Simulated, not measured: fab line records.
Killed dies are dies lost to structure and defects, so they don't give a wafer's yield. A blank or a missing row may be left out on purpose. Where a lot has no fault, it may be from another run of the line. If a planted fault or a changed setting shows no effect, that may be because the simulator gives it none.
Which tool was responsible?    flow nand-harc    route of 1159 steps, sampled at 1 step: 12 lots, 36 wafers

WHAT THE GAUGES SHOWED, per wafer
NHARC_P_ZERO_WELL_CD_MEAS_11 targets a cd of 500 nm.
lot   measured     on         cd-nm (nm)
L075  day 1 19:15  cd-sem-02  500.8 500.0 502.3
L077  day 2 07:14  cd-sem-01  499.9 502.0 500.6
L079  day 2 19:08  cd-sem-02  500.7 502.8 498.7
L081  day 3 07:15  cd-sem-01  498.2 498.5 501.1
L083  day 3 19:19  cd-sem-02  498.9 498.2 500.0
L085  day 4 07:07  cd-sem-03  499.9 500.1 499.1
L087  day 4 19:23  cd-sem-03  499.2 499.9 499.4
L089  day 5 07:09  cd-sem-03  498.1 501.1 501.1
L091  day 5 19:07  cd-sem-02  499.5 499.5 498.3
L093  day 6 07:07  cd-sem-01  499.7 499.8 499.3
L095  day 6 19:16  cd-sem-03  500.5 499.2 499.6
L097  day 7 07:14  cd-sem-01  500.8 500.9 502.2

EACH LOT AND THE TOOL THAT RAN IT (in order: tool; ch and the chambers of the sampled wafers; start)
Before these readings, the record contains no process step.

THE ANSWER, worked out from the rows above alone
Rule: the lots themselves supply what counts as usual. The widest of any qualifying gaps counts: lots, ordered by their means at a reading, are off when they make up no more than a third of the lots, leave a main group of 4 or more, and stand apart from it by 3 or more times the standard deviation of that group's means. The tables above print the reading to a certain number of digits; a main group whose means all agree to those digits is not used. Also off: a lot with no number at a reading for which 4 or more lots have one. Any other lot the step has rows for is counted as sound.
No lot is off on any of the readings shown, so nothing can be concluded from this.

WHAT WAS PUT IN BY THE SIMULATOR
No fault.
